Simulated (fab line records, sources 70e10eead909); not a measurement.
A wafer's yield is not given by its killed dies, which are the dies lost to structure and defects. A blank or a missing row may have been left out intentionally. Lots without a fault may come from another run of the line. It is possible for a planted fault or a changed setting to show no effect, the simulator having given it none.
fab line records ; flow nand_harc
record: lots: 6; wafers: 18; last_day: 33
route steps=1302 shown P_M1@291
lots untouched by any fault: they come from a run of this same line in which no faults occurred
start_h: hours from the record's opening day to when the first of the lot's shown wafers began ; wait_h: hours since the lot's step before ; " identical to the entry in the row above ; L1.1+2: a single row standing in for several wafers ; - no value, or no start was given ; * or withheld: withheld ; < > ~ a bound
route shown NAME@n: names a module that has steps shown in the file, with the first one's number in the route ; usual: average and standard deviation across the fault-free wafers ; same: alike in all rows ; chamber/n: place in a boat ; sites: the reading at each site ; _std_site: standard deviation of those values ; _edge_site: the outer-site mean with the inner-site mean subtracted ; radius_mm: how far each site lies from the wafer's centre ; mask NAME#n: copy n ; behind: tool/chamber where the wafer was last shaped ; hold: why the lot was held/for how many hours/how that ended ; device: names the non-switching transistor (n, p or np) ; end of line: tests run on the same wafers once the route is complete ; a step without rows: its recipe alone ; killed: the dies lost at the first sort to structure and to defects; this is not the yield of the wafer ; map: dies across one wafer; x = killed, . = not, _ = none there
set.NAME: the run value of the setting; set.NAME@STEP: its run value at that earlier step ; model.NAME: the simulator's own value behind a step, which no gauge read
lots at some steps of the route; a table a step, a row a wafer
services: the hour from which a tool's chamber was out of use, counted from the record's first day as start_h (under 0 if before that day), plus the number of hours and why
== steps ==
step: NHARC_P_M1_EBR_05
step: NHARC_P_M1_EXPOSE_06
recipe: na: 1.35; target_cd_nm: 130; dose_mj: 81.88; mask_id: P_M1
step: NHARC_P_M1_PEB_07
recipe: peb_temp_c: 100; peb_time_s: 65
step: NHARC_P_M1_DEVELOP_08
recipe: develop_time_s: 35; dev_temp_c: 23
step: NHARC_P_M1_CD_MEAS_09
recipe: target_cd_nm: 130; landing_energy_ev: 500
usual: cd_nm: 130.2/0.61
lot.wafer;tool;chamber;start_h;wait_h;cd_nm
L414.3;cd_sem-03;0;194.14;-;130.0
L414.4;cd_sem-03;0;194.14;-;130.4
L414.6;cd_sem-03;0;194.14;-;129.8
L416.2;cd_sem-01;0;205.59;-;130.1
L416.4;cd_sem-01;0;205.59;-;130.5
L416.5;cd_sem-01;0;205.59;-;129.9
L420.1;cd_sem-02;0;244.73;-;129.4
L420.2;cd_sem-02;0;244.73;-;129.4
L420.3;cd_sem-02;0;244.73;-;130.1
L422.2;cd_sem-02;0;269.55;-;130.0
L422.3;cd_sem-02;0;269.55;-;130.4
L422.5;cd_sem-02;0;269.55;-;130.8
L429.1;cd_sem-02;0;345.72;-;130.5
L429.3;cd_sem-02;0;345.72;-;130.8
L429.4;cd_sem-02;0;345.72;-;129.9
L430.2;cd_sem-01;0;357.18;-;130.9
L430.4;cd_sem-01;0;357.18;-;130.9
L430.5;cd_sem-01;0;357.18;-;130.8
step: NHARC_P_M1_OVL_MEAS_10
recipe: pitch_nm: 260
usual: overlay_x_nm: 0.2/0.76; overlay_y_nm: 0.3/0.94
lot.wafer;tool;chamber;start_h;wait_h;overlay_x_nm;overlay_y_nm
L414.3;overlay-02;-;194.23;-;-0.7;1.9
L414.4;overlay-02;-;194.23;-;-0.3;1.9
L414.6;overlay-02;-;194.23;-;0.0;2.3
L416.2;overlay-02;-;205.68;-;-0.3;0.5
L416.4;overlay-02;-;205.68;-;-0.2;1.1
L416.5;overlay-02;-;205.68;-;-0.8;1.4
L420.1;overlay-02;-;244.82;-;-0.1;-0.4
L420.2;overlay-02;-;244.82;-;0.2;-0.8
L420.3;overlay-02;-;244.82;-;-0.2;-0.8
L422.2;overlay-02;-;269.63;-;1.6;-0.3
L422.3;overlay-02;-;269.63;-;1.1;-0.5
L422.5;overlay-02;-;269.63;-;1.4;-1.0
L429.1;overlay-02;-;345.81;-;0.0;-0.4
L429.3;overlay-02;-;345.81;-;0.9;-0.5
L429.4;overlay-02;-;345.81;-;0.3;-0.4
L430.2;overlay-01;-;357.26;-;0.2;0.2
L430.4;overlay-01;-;357.26;-;0.8;-0.7
L430.5;overlay-01;-;357.26;-;0.3;0.5
step: NHARC_P_M1_INSPECT_11
usual: raw_defect_count: 4.4/2.7
lot.wafer;tool;chamber;start_h;wait_h;raw_defect_count
L414.3;defect_inspect-02;-;194.26;0.0;3
L414.4;defect_inspect-02;-;194.26;0.0;3
L414.6;defect_inspect-02;-;194.26;0.0;7
L416.2;defect_inspect-02;-;205.72;0.0;2
L416.4;defect_inspect-02;-;205.72;0.0;4
L416.5;defect_inspect-02;-;205.72;0.0;3
L420.1;defect_inspect-01;-;244.86;0.0;2
L420.2;defect_inspect-01;-;244.86;0.0;3
L420.3;defect_inspect-01;-;244.86;0.0;7
L422.2;defect_inspect-02;-;269.67;0.0;2
L422.3;defect_inspect-02;-;269.67;0.0;4
L422.5;defect_inspect-02;-;269.67;0.0;3
L429.1;defect_inspect-02;-;345.85;0.0;4
L429.3;defect_inspect-02;-;345.85;0.0;3
L429.4;defect_inspect-02;-;345.85;0.0;4
L430.2;defect_inspect-02;-;357.30;0.0;2
L430.4;defect_inspect-02;-;357.30;0.0;2
L430.5;defect_inspect-02;-;357.30;0.0;0
step: NHARC_P_M1_DESCUM_14
recipe: time_s: 3; o2_flow_sccm: 200; ar_flow_sccm: 0; bias_power_w: 0; chemistry: O2
usual: drypump_motor_current_A: 5.9/0.33; oes_product_au: 1.000/0.012; rf_vpp_V: 57.8/0.97; showerhead_plenum_p_Torr: 1.91/0.1; throttle_valve_pct: 11.311/0.0087
lot.wafer;tool;chamber;start_h;wait_h;drypump_motor_current_A;oes_product_au;rf_hours_counter_h;rf_vpp_V;showerhead_plenum_p_Torr;throttle_valve_pct
L414.4;rie_diel-06;0;194.32;0.1;6.4;1.000;5;57.6;1.80;11.306
L414.3;rie_diel-06;3;194.32;0.1;6.0;1.017;5;57.3;1.79;11.305
L414.6;rie_diel-06;1;194.32;0.1;5.9;0.988;-;57.4;1.82;11.315
L416.2;rie_diel-09;0;205.78;0.1;5.4;1.009;3;57.6;1.92;11.320
L416.4;rie_diel-09;1;205.78;0.1;5.8;0.998;3;59.0;2.00;11.319
L416.5;rie_diel-09;0;205.78;0.1;5.5;1.005;-;58.6;1.92;11.310
L420.1;rie_diel-09;2;244.92;0.1;6.1;0.993;6;59.2;2.01;11.303
L420.3;rie_diel-09;0;244.92;0.1;5.4;0.994;6;58.2;1.92;11.315
L420.2;rie_diel-09;1;244.92;0.1;5.8;0.991;5;57.4;2.00;11.315
L422.3;rie_diel-06;1;269.73;0.1;5.9;0.983;13;57.7;1.82;11.306
L422.2;rie_diel-06;2;269.73;0.1;5.8;0.991;14;59.4;2.00;11.302
L422.5;rie_diel-06;1;269.73;0.1;5.9;0.981;-;55.0;1.82;11.307
L429.4;rie_diel-09;2;345.92;0.1;6.1;1.001;1;58.8;2.01;11.302
L429.3;rie_diel-09;3;345.92;0.1;6.1;0.997;1;58.5;2.06;11.326
L429.1;rie_diel-09;0;345.92;0.1;5.5;1.000;1;58.5;1.92;11.318
L430.2;rie_diel-06;2;357.37;0.1;5.8;1.000;3;58.6;1.99;11.289
L430.4;rie_diel-06;0;357.37;0.1;6.4;1.013;3;57.2;1.80;11.303
L430.5;rie_diel-06;2;357.37;0.1;5.8;1.005;-;59.0;1.99;11.299
step: NHARC_P_M1_ETCH_35
recipe: target_depth_a: 400; overetch_a: 120; time_s: 43.94; ion_energy_ev: 200; n2_flow_sccm: 150; h2_flow_sccm: 150; ar_flow_sccm: 0; rf_w: 400; bias_w: 150; chemistry: N2/H2
usual: drypump_motor_current_A: 5.9/0.34; n2_flow_sccm: 150.0/0.51; oes_product_au: 1.002/0.013; rf_fwd_power_W: 395.9/1.2; rf_vpp_V: 430/3.3; showerhead_plenum_p_Torr: 2.04/0.12; throttle_valve_pct: 14.172/0.0082
lot.wafer;tool;chamber;start_h;wait_h;drypump_motor_current_A;n2_flow_sccm;oes_product_au;rf_fwd_power_W;rf_hours_counter_h;rf_vpp_V;showerhead_plenum_p_Torr;throttle_valve_pct
L414.3;rie_diel-06;3;194.41;0.1;6.1;149.9;0.997;395.2;5;427;1.90;14.180
L414.4;rie_diel-06;0;194.41;0.1;6.5;150.1;0.998;395.6;5;427;1.92;14.171
L414.6;rie_diel-06;2;194.41;0.1;5.8;150.5;1.002;394.7;-;432;2.13;14.177
L416.4;rie_diel-09;0;205.87;0.1;5.5;150.1;0.996;397.8;3;429;2.04;14.169
L416.2;rie_diel-09;1;205.87;0.1;5.8;150.5;0.984;394.8;3;433;2.13;14.172
L416.5;rie_diel-09;3;205.87;0.1;6.1;149.4;1.024;398.7;-;435;2.20;14.171
L420.3;rie_diel-09;1;245.00;0.1;5.8;149.8;0.989;394.9;5;432;2.13;14.157
L420.2;rie_diel-09;2;245.00;0.1;6.1;149.9;1.000;396.2;6;435;2.14;14.179
L420.1;rie_diel-09;0;245.00;0.1;5.5;150.4;0.991;395.3;6;430;2.04;14.164
L422.2;rie_diel-06;1;269.82;0.1;5.9;151.2;0.981;392.2;13;428;1.94;14.179
L422.3;rie_diel-06;3;269.82;0.1;6.0;150.4;1.011;397.5;12;425;1.90;14.184
L422.5;rie_diel-06;2;269.82;0.1;5.8;149.9;1.005;396.6;-;432;2.13;14.169
L429.3;rie_diel-09;0;346.00;0.1;5.5;149.7;1.008;395.3;1;430;2.04;14.183
L429.1;rie_diel-09;1;346.00;0.1;5.8;149.9;1.003;394.4;1;434;2.13;14.166
L429.4;rie_diel-09;2;346.00;0.1;6.1;150.5;1.003;394.5;1;434;2.14;14.167
L430.4;rie_diel-06;1;357.45;0.1;5.9;149.6;1.019;395.9;3;427;1.94;14.173
L430.2;rie_diel-06;2;357.45;0.1;5.8;150.7;1.019;395.4;3;433;2.13;14.171
L430.5;rie_diel-06;0;357.45;0.1;6.4;149.9;1.017;395.7;-;426;1.91;14.153
step: NHARC_P_M1_ETCH_15
recipe: target_depth_a: 1825; time_s: 91.2; c4f8_flow_sccm: withheld; ar_flow_sccm: 400; rf_w: 600; bias_w: 300; chemistry: C4F8/Ar
usual: oes_product_au: 0.958/0.024; rf_fwd_power_W: 596.4/1.8; rf_vpp_V: 441/3.4
lot.wafer;tool;chamber;start_h;wait_h;oes_product_au;rf_fwd_power_W;rf_hours_counter_h;rf_vpp_V
L414.3;rie_diel-06;2;-;-;0.962;597.1;6;441
L414.4;rie_diel-06;3;-;-;0.982;593.1;5;435
L414.6;rie_diel-06;1;-;-;0.947;597.6;-;439
L416.4;rie_diel-09;1;-;-;0.966;599.1;3;444
L416.2;rie_diel-09;3;-;-;0.979;596.2;3;447
L416.5;rie_diel-09;2;-;-;0.977;594.9;-;443
L420.2;rie_diel-09;2;-;-;0.958;597.4;6;443
L420.3;rie_diel-09;0;-;-;0.978;595.3;6;442
L420.1;rie_diel-09;1;-;-;0.976;598.2;6;444
L422.2;rie_diel-06;1;-;-;0.904;596.4;13;438
L422.3;rie_diel-06;3;-;-;0.924;597.8;12;438
L422.5;rie_diel-06;0;-;-;0.915;595.8;-;437
L429.4;rie_diel-09;1;-;-;0.950;597.7;1;443
L429.3;rie_diel-09;2;-;-;0.956;598.0;1;443
L429.1;rie_diel-09;3;-;-;0.996;597.6;1;446
L430.2;rie_diel-06;2;-;-;0.988;597.1;3;442
L430.4;rie_diel-06;0;-;-;0.987;600.1;3;436
L430.5;rie_diel-06;3;-;-;0.991;594.1;-;437
step: NHARC_P_M1_CD_MEAS_16
usual: cd_nm: 130.3/0.88
lot.wafer;tool;chamber;start_h;wait_h;cd_nm
L414.3;cd_sem-02;-;194.63;-;130.3
L414.4;cd_sem-02;-;194.63;-;132.1
L414.6;cd_sem-02;-;194.63;-;129.8
L416.2;cd_sem-03;-;206.08;-;129.0
L416.4;cd_sem-03;-;206.08;-;129.9
L416.5;cd_sem-03;-;206.08;-;130.1
L420.1;cd_sem-03;-;245.22;-;128.4
L420.2;cd_sem-03;-;245.22;-;129.5
L420.3;cd_sem-03;-;245.22;-;129.5
L422.2;cd_sem-03;-;270.04;-;130.2
L422.3;cd_sem-03;-;270.04;-;130.4
L422.5;cd_sem-03;-;270.04;-;130.8
L429.1;cd_sem-01;-;346.21;-;128.7
L429.3;cd_sem-01;-;346.21;-;130.2
L429.4;cd_sem-01;-;346.21;-;129.9
L430.2;cd_sem-01;-;357.68;-;132.5
L430.4;cd_sem-01;-;357.68;-;131.8
L430.5;cd_sem-01;-;357.68;-;131.4
step: NHARC_P_M1_STRIP_18
recipe: power_w: 1000; n2_flow_sccm: 150; h2_flow_sccm: 150; ar_flow_sccm: 0; bias_w: 0; chemistry: N2/H2
usual: drypump_motor_current_A: 5.9/0.32; n2_flow_sccm: 150.0/0.43; oes_product_au: 1.000/0.012; rf_fwd_power_W: 997.9/2.9; rf_vpp_V: 90.8/1.1; showerhead_plenum_p_Torr: 2.08/0.1; throttle_valve_pct: 14.172/0.0084
lot.wafer;tool;chamber;start_h;wait_h;drypump_motor_current_A;n2_flow_sccm;oes_product_au;rf_fwd_power_W;rf_hours_counter_h;rf_vpp_V;showerhead_plenum_p_Torr;throttle_valve_pct
L414.3;rie_diel-09;3;194.75;0.1;6.1;149.6;1.003;1002.4;3;93.2;2.20;14.179
L414.4;rie_diel-09;0;194.75;0.1;5.5;149.4;1.006;995.8;3;90.6;2.04;14.171
L414.6;rie_diel-09;1;194.75;0.1;5.8;150.1;0.988;998.9;-;91.2;2.13;14.168
L416.4;rie_diel-04;3;206.18;0.1;5.6;150.4;0.982;994.0;4;91.5;2.22;14.176
L416.2;rie_diel-04;0;206.18;0.1;5.3;150.0;0.990;994.2;4;92.5;2.14;14.162
L416.5;rie_diel-04;3;206.18;0.1;5.6;150.2;0.975;996.3;-;92.1;2.22;14.171
L420.3;rie_diel-06;0;245.30;0.1;6.4;149.6;0.997;997.5;9;90.3;1.92;14.166
L420.1;rie_diel-06;2;245.30;0.1;5.8;150.5;0.999;996.9;11;91.1;2.13;14.169
L420.2;rie_diel-06;3;245.30;0.1;6.1;149.8;1.014;997.1;10;91.5;1.90;14.169
L422.2;rie_diel-06;3;270.14;0.1;6.1;149.7;1.005;994.6;12;89.8;1.90;14.160
L422.3;rie_diel-06;1;270.14;0.1;5.9;150.7;0.982;993.7;13;89.1;1.94;14.191
L422.5;rie_diel-06;2;270.14;0.1;5.8;150.2;1.007;997.5;-;90.5;2.13;14.182
L429.4;rie_diel-09;2;346.29;0.1;6.1;150.1;0.989;996.5;1;91.7;2.14;14.166
L429.3;rie_diel-09;0;346.29;0.1;5.5;150.3;0.976;996.2;1;90.6;2.04;14.185
L429.1;rie_diel-09;1;346.29;0.1;5.8;149.2;0.991;998.8;1;91.0;2.13;14.180
L430.2;rie_diel-09;3;357.80;0.1;6.1;149.5;1.019;1000.0;2;91.2;2.20;14.169
L430.4;rie_diel-09;0;357.80;0.1;5.5;150.2;1.004;998.3;1;89.1;2.04;14.164
L430.5;rie_diel-09;2;357.80;0.1;6.1;150.2;1.007;995.4;-;91.3;2.14;14.178
step: NHARC_P_M1_ETCH_28
recipe: target_depth_a: 300; over_etch_frac: 0.3; time_s: 72.99; ion_energy_ev: 150; cf4_flow_sccm: 50; n2_flow_sccm: 100; ar_flow_sccm: 150; rf_w: 300; bias_w: 100; chemistry: CF4/N2
usual: drypump_motor_current_A: 5.9/0.32; n2_flow_sccm: 100.04/0.29; oes_product_au: 1.000/0.012; rf_fwd_power_W: 297.8/1; rf_vpp_V: 314.8/2.3; showerhead_plenum_p_Torr: 2.67/0.12; throttle_valve_pct: 19.795/0.0096
lot.wafer;tool;chamber;start_h;wait_h;drypump_motor_current_A;n2_flow_sccm;oes_product_au;rf_fwd_power_W;rf_hours_counter_h;rf_vpp_V;showerhead_plenum_p_Torr;throttle_valve_pct
L414.4;rie_diel-09;3;194.95;-;6.1;100.13;1.019;298.3;3;315.7;2.82;19.793
L414.3;rie_diel-09;0;194.95;-;5.5;99.68;1.016;296.7;3;313.5;2.63;19.784
L414.6;rie_diel-09;3;194.95;-;6.1;99.79;1.014;298.1;-;316.6;2.82;19.798
L416.2;rie_diel-04;2;206.40;-;4.8;100.06;1.007;300.1;3;314.3;2.69;19.788
L416.4;rie_diel-04;0;206.40;-;5.3;99.80;0.987;299.5;4;317.0;2.75;19.814
L416.5;rie_diel-04;2;206.40;-;4.8;99.92;1.004;298.4;-;315.2;2.69;19.785
L420.1;rie_diel-06;1;245.54;-;5.9;99.88;0.983;298.5;10;309.7;2.51;19.792
L420.2;rie_diel-06;3;245.54;-;6.1;99.44;1.002;296.8;10;312.1;2.46;19.791
L420.3;rie_diel-06;0;245.54;-;6.4;100.36;0.984;298.5;9;310.9;2.48;19.791
L422.2;rie_diel-06;0;270.35;-;6.4;99.21;0.995;299.0;11;310.6;2.48;19.797
L422.3;rie_diel-06;2;270.35;-;5.8;100.59;1.003;297.0;14;317.2;2.73;19.797
L422.5;rie_diel-06;0;270.35;-;6.4;99.79;1.001;299.5;-;309.9;2.48;19.801
L429.3;rie_diel-09;2;346.53;-;6.1;100.27;1.006;298.0;1;316.1;2.75;19.790
L429.1;rie_diel-09;3;346.53;-;6.1;99.81;0.871;297.8;1;317.5;2.82;19.793
L429.4;rie_diel-09;0;346.53;-;5.5;100.45;0.860;297.5;1;313.9;2.63;19.782
L430.2;rie_diel-09;3;357.99;-;6.1;100.24;1.022;297.6;2;317.1;2.82;19.777
L430.4;rie_diel-09;1;357.99;-;5.8;99.77;0.865;298.1;1;315.1;2.73;19.795
L430.5;rie_diel-09;0;357.99;-;5.4;100.25;0.868;297.7;-;313.8;2.63;19.785
step: NHARC_P_M1_STRIP_19
recipe: time_s: 600; temp_c: 30; chemistry: post_etch_residue_remover
== services ==
tool;chamber;start_h;hours;kind
rie_diel-09;0;176.62;-;clean
rie_diel-09;1;176.62;-;clean
rie_diel-09;2;176.62;-;clean
rie_diel-09;3;176.62;-;clean
rie_diel-04;-;178.05;9.0;pm
rie_diel-09;0;201.12;-;clean
rie_diel-09;1;201.12;-;clean
rie_diel-09;2;201.12;-;clean
rie_diel-09;3;201.12;-;clean
rie_diel-04;0;206.95;14.8;repair
rie_diel-04;3;220.18;7.9;repair
rie_diel-09;0;225.62;-;clean
rie_diel-09;1;225.62;-;clean
rie_diel-09;2;225.62;-;clean
rie_diel-09;3;225.62;-;clean
rie_diel-09;0;250.12;-;clean
rie_diel-09;0;260.17;12.0;repair
rie_diel-09;-;264.26;0.6;repair
rie_diel-09;-;272.91;0.9;repair
rie_diel-04;1;287.23;1.5;repair
rie_diel-04;-;295.55;0.4;repair
rie_diel-06;-;307.23;9.0;pm
rie_diel-09;-;320.12;9.0;pm
rie_diel-04;-;355.05;9.0;pm
== key ==
first_sign: step: NHARC_P_M1_ETCH_28; reading: oes_product_au; direction: down; sigmas: 12; usual: 1.000; struck: 0.866
effect none on later readings
met_at NHARC_P_M1_ETCH_28
struck_wafers L429.1,L429.4,L430.4,L430.5
onset_between 194.95 346.53
fault: kind: process_parameter_drift; tool: rie_diel-09; chamber: -; onset_h: 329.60; steps: NHARC_P_M1_ETCH_28; channel: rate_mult; offset: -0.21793; shape: step; end_h: 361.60; scope: struck_wafers_only
